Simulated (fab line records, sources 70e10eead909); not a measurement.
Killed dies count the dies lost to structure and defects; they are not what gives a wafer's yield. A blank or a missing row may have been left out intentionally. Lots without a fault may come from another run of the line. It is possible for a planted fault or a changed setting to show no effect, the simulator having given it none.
fab line records / flow nand-harc
record lots=5 wafers=15 last-day=34
route steps=1302 shown P_ZERO_WELL@29 END@1302
lots with no fault: from the same line, run without faults
start-h: hours from the record's first day to the start of the lot's first wafer shown / wait-h: time in hours since the lot's previous step / " same as the row above / L1.1+2: a single row standing in for several wafers / - no value present, or no start provided / * or withheld: withheld / < > ~ a bound
route shown NAME@n: NAME is a module with steps in the file, n the number in the route of the first one / usual: average and standard deviation across the fault-free wafers / same: alike in all rows / chamber/n: place in a boat / sites: each site's reading / _std_site: standard deviation across them / _edge_site: outer sites' mean less inner sites' / radius-mm: for every site, how far away it sits from the centre of the wafer / mask NAME#n: copy n / behind: the last tool/chamber to shape the wafer / hold: reason for holding the lot/hours on hold/outcome of the hold / device: which transistor (n, p or np) failed to switch / end of line: tests of these same wafers at the route's end / a step given without rows: its recipe and nothing more / killed: not the wafer's yield, but the dies lost to structure and defects at the first sort / map: the dies of a wafer, with x for killed, . for not killed, _ for no die there
set.NAME: the setting as run; set.NAME@STEP: as run at that earlier step / model.NAME: the simulator's own value behind a step, which no gauge read
lots seen at some steps along the route; tables by step, rows by wafer
services: from which hour (start-h, from the record's first day; less than 0 if before it) a tool's chamber was out of use, for how many hours, and why
## steps
# step NHARC_P_ZERO_WELL_CD_MEAS_24
# recipe target-cd-nm=720 landing-energy-ev=500
# usual cd-nm=720.5/1.6
# same landing-energy-ev=500
lot.wafer=L729.2 tool=cd-sem-03 chamber=0 start-h=112.65 wait-h=- cd-nm=719.1
lot.wafer=L729.3 tool=cd-sem-03 chamber=0 start-h=112.65 wait-h=- cd-nm=723.1
lot.wafer=L729.4 tool=cd-sem-03 chamber=0 start-h=112.65 wait-h=- cd-nm=718.7
lot.wafer=L732.2 tool=cd-sem-03 chamber=0 start-h=142.69 wait-h=- cd-nm=723.2
lot.wafer=L732.5 tool=cd-sem-03 chamber=0 start-h=142.69 wait-h=- cd-nm=720.7
lot.wafer=L732.6 tool=cd-sem-03 chamber=0 start-h=142.69 wait-h=- cd-nm=719.7
lot.wafer=L734.3 tool=cd-sem-01 chamber=0 start-h=162.65 wait-h=- cd-nm=720.5
lot.wafer=L734.4 tool=cd-sem-01 chamber=0 start-h=162.65 wait-h=- cd-nm=716.9
lot.wafer=L734.6 tool=cd-sem-01 chamber=0 start-h=162.65 wait-h=- cd-nm=719.1
lot.wafer=L742.1 tool=cd-sem-02 chamber=0 start-h=242.46 wait-h=- cd-nm=719.8
lot.wafer=L742.2 tool=cd-sem-02 chamber=0 start-h=242.46 wait-h=- cd-nm=722.6
lot.wafer=L742.6 tool=cd-sem-02 chamber=0 start-h=242.46 wait-h=- cd-nm=720.9
lot.wafer=L743.1 tool=cd-sem-02 chamber=0 start-h=252.45 wait-h=- cd-nm=716.9
lot.wafer=L743.2 tool=cd-sem-02 chamber=0 start-h=252.45 wait-h=- cd-nm=719.0
lot.wafer=L743.5 tool=cd-sem-02 chamber=0 start-h=252.45 wait-h=- cd-nm=719.4
# step NHARC_P_ZERO_WELL_HARDBAKE_25
# recipe temp-c=125 time-s=80
# step NHARC_P_ZERO_WELL_DESCUM_26
# recipe time-s=3 o2-flow-sccm=200 ar-flow-sccm=0 bias-power-w=0 chemistry=O2
# usual chamber-pressure-mTorr=60.01/0.09 drypump-motor-current-A=5.7/0.54 oes-product-au=0.999/0.011 rf-vpp-V=57.8/0.82 showerhead-plenum-p-Torr=1.92/0.093 throttle-valve-pct=11.313/0.0086
lot.wafer=L729.4 tool=rie-diel-06 chamber=1 start-h=113.29 wait-h=- chamber-pressure-mTorr=60.03 drypump-motor-current-A=6.0 oes-product-au=0.993 rf-hours-counter-h=43 rf-vpp-V=58.5 showerhead-plenum-p-Torr=1.98 throttle-valve-pct=11.317
lot.wafer=L729.3 tool=rie-diel-06 chamber=2 start-h=113.29 wait-h=- chamber-pressure-mTorr=60.00 drypump-motor-current-A=5.2 oes-product-au=1.011 rf-hours-counter-h=44 rf-vpp-V=57.5 showerhead-plenum-p-Torr=1.77 throttle-valve-pct=11.292
lot.wafer=L729.2 tool=rie-diel-06 chamber=3 start-h=113.29 wait-h=- chamber-pressure-mTorr=59.96 drypump-motor-current-A=6.4 oes-product-au=0.997 rf-hours-counter-h=46 rf-vpp-V=57.3 showerhead-plenum-p-Torr=1.90 throttle-valve-pct=11.299
lot.wafer=L732.2 tool=rie-diel-09 chamber=1 start-h=142.87 wait-h=- chamber-pressure-mTorr=59.97 drypump-motor-current-A=5.8 oes-product-au=1.006 rf-hours-counter-h=70 rf-vpp-V=57.7 showerhead-plenum-p-Torr=1.79 throttle-valve-pct=11.309
lot.wafer=L732.5 tool=rie-diel-09 chamber=3 start-h=142.87 wait-h=- chamber-pressure-mTorr=60.02 drypump-motor-current-A=6.0 oes-product-au=1.001 rf-hours-counter-h=- rf-vpp-V=56.7 showerhead-plenum-p-Torr=1.79 throttle-valve-pct=11.314
lot.wafer=L732.6 tool=rie-diel-09 chamber=0 start-h=142.87 wait-h=- chamber-pressure-mTorr=60.03 drypump-motor-current-A=4.9 oes-product-au=0.978 rf-hours-counter-h=- rf-vpp-V=58.5 showerhead-plenum-p-Torr=1.94 throttle-valve-pct=11.293
lot.wafer=L734.3 tool=rie-diel-09 chamber=2 start-h=162.82 wait-h=- chamber-pressure-mTorr=59.99 drypump-motor-current-A=6.2 oes-product-au=0.987 rf-hours-counter-h=4 rf-vpp-V=58.5 showerhead-plenum-p-Torr=1.92 throttle-valve-pct=11.311
lot.wafer=L734.4 tool=rie-diel-09 chamber=3 start-h=162.82 wait-h=- chamber-pressure-mTorr=60.07 drypump-motor-current-A=6.0 oes-product-au=1.013 rf-hours-counter-h=3 rf-vpp-V=56.1 showerhead-plenum-p-Torr=1.79 throttle-valve-pct=11.304
lot.wafer=L734.6 tool=rie-diel-09 chamber=2 start-h=162.82 wait-h=- chamber-pressure-mTorr=59.98 drypump-motor-current-A=6.2 oes-product-au=0.993 rf-hours-counter-h=- rf-vpp-V=59.0 showerhead-plenum-p-Torr=1.92 throttle-valve-pct=11.306
lot.wafer=L742.2 tool=rie-diel-09 chamber=1 start-h=242.64 wait-h=- chamber-pressure-mTorr=59.98 drypump-motor-current-A=5.8 oes-product-au=1.014 rf-hours-counter-h=34 rf-vpp-V=57.2 showerhead-plenum-p-Torr=1.78 throttle-valve-pct=11.312
lot.wafer=L742.1 tool=rie-diel-09 chamber=3 start-h=242.64 wait-h=- chamber-pressure-mTorr=60.06 drypump-motor-current-A=6.0 oes-product-au=1.006 rf-hours-counter-h=34 rf-vpp-V=56.5 showerhead-plenum-p-Torr=1.78 throttle-valve-pct=11.323
lot.wafer=L742.6 tool=rie-diel-09 chamber=0 start-h=242.64 wait-h=- chamber-pressure-mTorr=59.92 drypump-motor-current-A=4.9 oes-product-au=0.983 rf-hours-counter-h=- rf-vpp-V=57.6 showerhead-plenum-p-Torr=1.93 throttle-valve-pct=11.308
lot.wafer=L743.1 tool=rie-diel-06 chamber=2 start-h=252.62 wait-h=- chamber-pressure-mTorr=60.11 drypump-motor-current-A=5.2 oes-product-au=1.004 rf-hours-counter-h=33 rf-vpp-V=58.5 showerhead-plenum-p-Torr=2.07 throttle-valve-pct=11.311
lot.wafer=L743.2 tool=rie-diel-06 chamber=0 start-h=252.62 wait-h=- chamber-pressure-mTorr=59.95 drypump-motor-current-A=5.8 oes-product-au=1.003 rf-hours-counter-h=42 rf-vpp-V=57.9 showerhead-plenum-p-Torr=1.93 throttle-valve-pct=11.303
lot.wafer=L743.5 tool=rie-diel-06 chamber=2 start-h=252.62 wait-h=- chamber-pressure-mTorr=60.87 drypump-motor-current-A=5.2 oes-product-au=1.001 rf-hours-counter-h=- rf-vpp-V=56.3 showerhead-plenum-p-Torr=2.07 throttle-valve-pct=11.313
# step NHARC_P_ZERO_WELL_IMPLANT_27
# recipe energy-kev=600 dose-cm2=1e+13 tilt-deg=7
# step NHARC_P_ZERO_WELL_IMPLANT_57
# recipe energy-kev=250 dose-cm2=4e+12 tilt-deg=7
# step NHARC_P_ZERO_WELL_IMPLANT_58
# recipe energy-kev=100 dose-cm2=2e+12 tilt-deg=7
# step NHARC_P_ZERO_WELL_STRIP_28
# recipe time-s=840 temp-c=130 chemistry=SPM
# step NHARC_P_ZERO_WELL_DEHYDRATE_29
# recipe temp-c=150 time-s=120
# step NHARC_P_ZERO_WELL_HMDS_30
# recipe time-s=30
# step NHARC_P_ZERO_WELL_COAT_31
# recipe spin-rpm=withheld
# step NHARC_P_ZERO_WELL_SOFTBAKE_32
# recipe temp-c=122 time-s=95
# step NHARC_P_ZERO_WELL_EBR_33
# step NHARC_P_ZERO_WELL_EXPOSE_34
# recipe na=0.6 target-cd-nm=720 dose-mj=22.31 mask-id=P_PWELL
# usual reticle-temp-C=22.96/0.11 stage-vel-mm-s=500.07/0.26
lot.wafer=L729.2 tool=krf-scanner-01 chamber=0 start-h=114.53 wait-h=- mask=P_PWELL#0 reticle-temp-C=23.13 stage-vel-mm-s=499.73
lot.wafer=L729.3 tool=krf-scanner-01 chamber=0 start-h=114.53 wait-h=- mask=P_PWELL#0 reticle-temp-C=23.04 stage-vel-mm-s=500.01
lot.wafer=L729.4 tool=krf-scanner-01 chamber=0 start-h=114.53 wait-h=- mask=P_PWELL#0 reticle-temp-C=22.91 stage-vel-mm-s=499.55
lot.wafer=L732.2 tool=krf-scanner-04 chamber=0 start-h=144.05 wait-h=- mask=P_NWELL#0 reticle-temp-C=22.96 stage-vel-mm-s=500.40
lot.wafer=L732.5 tool=krf-scanner-04 chamber=0 start-h=144.05 wait-h=- mask=P_NWELL#0 reticle-temp-C=22.98 stage-vel-mm-s=500.27
lot.wafer=L732.6 tool=krf-scanner-04 chamber=0 start-h=144.05 wait-h=- mask=P_NWELL#0 reticle-temp-C=22.86 stage-vel-mm-s=500.02
lot.wafer=L734.3 tool=krf-scanner-04 chamber=0 start-h=164.19 wait-h=- mask=P_PWELL#0 reticle-temp-C=23.15 stage-vel-mm-s=500.49
lot.wafer=L734.4 tool=krf-scanner-04 chamber=0 start-h=164.19 wait-h=- mask=P_PWELL#0 reticle-temp-C=22.96 stage-vel-mm-s=500.91
lot.wafer=L734.6 tool=krf-scanner-04 chamber=0 start-h=164.19 wait-h=- mask=P_PWELL#0 reticle-temp-C=23.06 stage-vel-mm-s=500.51
lot.wafer=L742.1 tool=krf-scanner-04 chamber=0 start-h=243.84 wait-h=- mask=P_PWELL#0 reticle-temp-C=22.94 stage-vel-mm-s=499.94
lot.wafer=L742.2 tool=krf-scanner-04 chamber=0 start-h=243.84 wait-h=- mask=P_PWELL#0 reticle-temp-C=23.01 stage-vel-mm-s=499.82
lot.wafer=L742.6 tool=krf-scanner-04 chamber=0 start-h=243.84 wait-h=- mask=P_PWELL#0 reticle-temp-C=22.77 stage-vel-mm-s=499.73
lot.wafer=L743.1 tool=krf-scanner-04 chamber=0 start-h=253.80 wait-h=- mask=P_PWELL#0 reticle-temp-C=23.10 stage-vel-mm-s=500.35
lot.wafer=L743.2 tool=krf-scanner-04 chamber=0 start-h=253.80 wait-h=- mask=P_PWELL#0 reticle-temp-C=23.02 stage-vel-mm-s=500.38
lot.wafer=L743.5 tool=krf-scanner-04 chamber=0 start-h=253.80 wait-h=- mask=P_PWELL#0 reticle-temp-C=23.09 stage-vel-mm-s=500.20
# step NHARC_P_ZERO_WELL_PEB_35
# recipe peb-temp-c=118 peb-time-s=85
# step NHARC_P_ZERO_WELL_DEVELOP_36
# recipe time-s=70
# step NHARC_P_ZERO_WELL_CD_MEAS_37
# recipe target-cd-nm=720 landing-energy-ev=500
# usual cd-nm=720.2/1.6
# same landing-energy-ev=500
lot.wafer=L729.2 tool=cd-sem-03 chamber=0 start-h=114.68 wait-h=- cd-nm=721.2
lot.wafer=L729.3 tool=cd-sem-03 chamber=0 start-h=114.68 wait-h=- cd-nm=718.3
lot.wafer=L729.4 tool=cd-sem-03 chamber=0 start-h=114.68 wait-h=- cd-nm=720.7
lot.wafer=L732.2 tool=cd-sem-01 chamber=0 start-h=144.20 wait-h=- cd-nm=-
lot.wafer=L732.5 tool=cd-sem-01 chamber=0 start-h=144.20 wait-h=- cd-nm=-
lot.wafer=L732.6 tool=cd-sem-01 chamber=0 start-h=144.20 wait-h=- cd-nm=-
lot.wafer=L734.3 tool=cd-sem-03 chamber=0 start-h=164.34 wait-h=- cd-nm=719.5
lot.wafer=L734.4 tool=cd-sem-03 chamber=0 start-h=164.34 wait-h=- cd-nm=719.9
lot.wafer=L734.6 tool=cd-sem-03 chamber=0 start-h=164.34 wait-h=- cd-nm=723.4
lot.wafer=L742.1 tool=cd-sem-01 chamber=0 start-h=244.00 wait-h=- cd-nm=719.9
lot.wafer=L742.2 tool=cd-sem-01 chamber=0 start-h=244.00 wait-h=- cd-nm=719.0
lot.wafer=L742.6 tool=cd-sem-01 chamber=0 start-h=244.00 wait-h=- cd-nm=720.6
lot.wafer=L743.1 tool=cd-sem-02 chamber=0 start-h=253.95 wait-h=- cd-nm=720.2
lot.wafer=L743.2 tool=cd-sem-02 chamber=0 start-h=253.95 wait-h=- cd-nm=723.4
lot.wafer=L743.5 tool=cd-sem-02 chamber=0 start-h=253.95 wait-h=- cd-nm=722.8
# step NHARC_P_ZERO_WELL_HARDBAKE_38
# recipe temp-c=125 time-s=80
# step NHARC_END_SORT_01
# recipe temp-c=25
# usual killed-at-array=51/18 killed-at-other=1.0/1.2 killed-at-periphery=3.7/2.9 killed-dies=55/19 killed-open=3.5/1.9 killed-short=2.6/1.6
# same gross-dies=677
lot.wafer=L732.2 tool=prober-02 chamber=0 start-h=683.71 wait-h=2.8 killed-at-array=76 killed-at-other=0 killed-at-periphery=601 killed-dies=677 killed-open=2 killed-short=3
lot.wafer=L732.5 tool=prober-02 chamber=0 start-h=686.09 wait-h=3.7 killed-at-array=71 killed-at-other=0 killed-at-periphery=606 killed-dies=677 killed-open=2 killed-short=3
lot.wafer=L732.6 tool=prober-02 chamber=0 start-h=686.89 wait-h=4.0 killed-at-array=87 killed-at-other=0 killed-at-periphery=590 killed-dies=677 killed-open=1 killed-short=0
lot.wafer=L734.3 tool=prober-02 chamber=0 start-h=710.54 wait-h=3.1 killed-at-array=50 killed-at-other=0 killed-at-periphery=12 killed-dies=62 killed-open=2 killed-short=1
# killed by level:class
L732.2 P_ZERO_WELL:area-expose=595 A_CHANNEL_HOLE_D1:chamber-film-flake=38 A_SLIT:chamber-film-flake=12 P_GATE:chamber-film-flake=6 A_CHANNEL_HOLE_D2:chamber-film-flake=5 A_STAIRCASE:chamber-film-flake=4 A_CONTACT:chamber-film-flake=4 A_CHANNEL_FILL_D2:chamber-film-flake=3
L732.5 P_ZERO_WELL:area-expose=599 A_CHANNEL_HOLE_D1:chamber-film-flake=38 A_SLIT:chamber-film-flake=10 P_GATE:chamber-film-flake=6 A_STAIRCASE:chamber-film-flake=5 A_CHANNEL_HOLE_D2:chamber-film-flake=4 A_CHANNEL_FILL_D2:chamber-film-flake=2 A_SGD_CUT:chamber-film-flake=2
L732.6 P_ZERO_WELL:area-expose=584 A_CHANNEL_HOLE_D1:chamber-film-flake=33 A_SLIT:chamber-film-flake=26 A_CHANNEL_HOLE_D2:chamber-film-flake=16 P_GATE:chamber-film-flake=6 A_STAIRCASE:chamber-film-flake=5 A_CHANNEL_FILL_D2:chamber-film-flake=2 A_SGD_CUT:chamber-film-flake=2
L734.3 A_CHANNEL_HOLE_D2:chamber-film-flake=24 A_SLIT:chamber-film-flake=10 A_STAIRCASE:chamber-film-flake=6 P_BONDPAD:chamber-film-flake=5 A_CHANNEL_HOLE_D1:chamber-film-flake=5 P_CONTACT:chamber-film-flake=4 P_GATE:chamber-film-flake=3 A_CONTACT:chamber-film-flake=2
# map L732.2 (x killed, . not)
____________x____________
_________xxxxxxx_________
_______xxxxxxxxxxx_______
______xxxxxxxxxxxxx______
_____xxxxxxxxxxxxxxx_____
____xxxxxxxxxxxxxxxxx____
____xxxxxxxxxxxxxxxxx____
___xxxxxxxxxxxxxxxxxxx___
___xxxxxxxxxxxxxxxxxxx___
__xxxxxxxxxxxxxxxxxxxxx__
__xxxxxxxxxxxxxxxxxxxxx__
_xxxxxxxxxxxxxxxxxxxxxxx_
_xxxxxxxxxxxxxxxxxxxxxxx_
_xxxxxxxxxxxxxxxxxxxxxxx_
_xxxxxxxxxxxxxxxxxxxxxxx_
_xxxxxxxxxxxxxxxxxxxxxxx_
xxxxxxxxxxxxxxxxxxxxxxxxx
xxxxxxxxxxxxxxxxxxxxxxxxx
xxxxxxxxxxxxxxxxxxxxxxxxx
xxxxxxxxxxxxxxxxxxxxxxxxx
xxxxxxxxxxxxxxxxxxxxxxxxx
_xxxxxxxxxxxxxxxxxxxxxxx_
_xxxxxxxxxxxxxxxxxxxxxxx_
_xxxxxxxxxxxxxxxxxxxxxxx_
_xxxxxxxxxxxxxxxxxxxxxxx_
_xxxxxxxxxxxxxxxxxxxxxxx_
__xxxxxxxxxxxxxxxxxxxxx__
__xxxxxxxxxxxxxxxxxxxxx__
___xxxxxxxxxxxxxxxxxxx___
___xxxxxxxxxxxxxxxxxxx___
____xxxxxxxxxxxxxxxxx____
____xxxxxxxxxxxxxxxxx____
_____xxxxxxxxxxxxxxx_____
______xxxxxxxxxxxxx______
_______xxxxxxxxxxx_______
_________xxxxxxx_________
____________x____________
# map L742.6 (x killed, . not)
____________.____________
_________......._________
_______..........._______
______......x......______
_____..............._____
____.................____
____........x........____
___.............x....x___
___...................___
__...x..........x....x.__
__..x...........x..x...__
_.....x........x..x....._
_.............x......x.._
_............xx.x.x...x._
_..............xxx......_
_..............xx......._
.........................
...............x.....x...
....x....................
.........................
.........................
_......................._
_......................._
_......................._
_..x...................._
_......................._
__.....................__
__.....................__
___.x.................___
___...................___
____.................____
____.................____
_____..............._____
______.............______
_______..........._______
_________......._________
____________.____________
## services
tool=rie-diel-09 chamber=0 start-h=99.95 hours=- kind=clean
tool=rie-diel-09 chamber=1 start-h=99.95 hours=- kind=clean
tool=rie-diel-09 chamber=2 start-h=99.95 hours=- kind=clean
tool=rie-diel-09 chamber=3 start-h=99.95 hours=- kind=clean
tool=krf-scanner-01 chamber=- start-h=122.50 hours=3.7 kind=repair
tool=rie-diel-09 chamber=0 start-h=124.45 hours=- kind=clean
tool=rie-diel-09 chamber=1 start-h=124.45 hours=- kind=clean
tool=rie-diel-09 chamber=2 start-h=124.45 hours=- kind=clean
tool=rie-diel-09 chamber=3 start-h=124.45 hours=- kind=clean
tool=rie-diel-06 chamber=- start-h=130.38 hours=9.0 kind=pm
tool=rie-diel-09 chamber=- start-h=143.23 hours=9.0 kind=pm
tool=rie-diel-09 chamber=0 start-h=143.23 hours=9.0 kind=vent-cycle
tool=rie-diel-09 chamber=1 start-h=143.23 hours=9.0 kind=vent-cycle
tool=krf-scanner-01 chamber=- start-h=163.21 hours=4.0 kind=pm
tool=krf-scanner-04 chamber=- start-h=168.25 hours=0.5 kind=repair
tool=rie-diel-06 chamber=2 start-h=169.46 hours=10.2 kind=repair
tool=krf-scanner-04 chamber=- start-h=182.00 hours=4.0 kind=pm
tool=krf-scanner-04 chamber=- start-h=190.09 hours=5.0 kind=repair
tool=krf-scanner-01 chamber=- start-h=191.88 hours=4.6 kind=repair
tool=rie-diel-09 chamber=1 start-h=197.35 hours=3.9 kind=repair
tool=rie-diel-09 chamber=0 start-h=198.03 hours=3.8 kind=repair
tool=rie-diel-09 chamber=2 start-h=208.66 hours=46.3 kind=repair
tool=krf-scanner-04 chamber=0 start-h=222.33 hours=- kind=calibration
tool=krf-scanner-01 chamber=- start-h=250.38 hours=5.2 kind=repair
## key
first-sign step=NHARC_P_ZERO_WELL_EXPOSE_34 reading=mask direction=changed
effect step=NHARC_P_ZERO_WELL_CD_MEAS_37 reading=cd-nm direction=missing
effect step=NHARC_END_SORT_01 reading=killed-at-periphery direction=up sigmas=99+ usual=3.7 struck=599
more-kills-born-at NHARC_P_ZERO_WELL_EXPOSE_34@krf-scanner-04=1778
met-at NHARC_P_ZERO_WELL_EXPOSE_34
struck-wafers L732.2,L732.5,L732.6
later-rows-left-out L732.2,L732.5,L732.6
tester-left-out L732
fault kind=wrong-mask tool=any chamber=- onset-h=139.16 steps=NHARC_P_ZERO_WELL_EXPOSE_34 aux-copy=P_NWELL#0 scope=struck-lots-only
# tester-left-out: of these lots the tester's yield and bins aren't shown, on N5 and GAA mostly nor the transistor test; their killed dies are dies lost to structure and defects alone, not to doping, threshold or leakage, so they don't give the yield
# later-rows-left-out: the simulator's readings of these wafers behind a module that went badly wrong aren't trusted and aren't shown, but for the sort
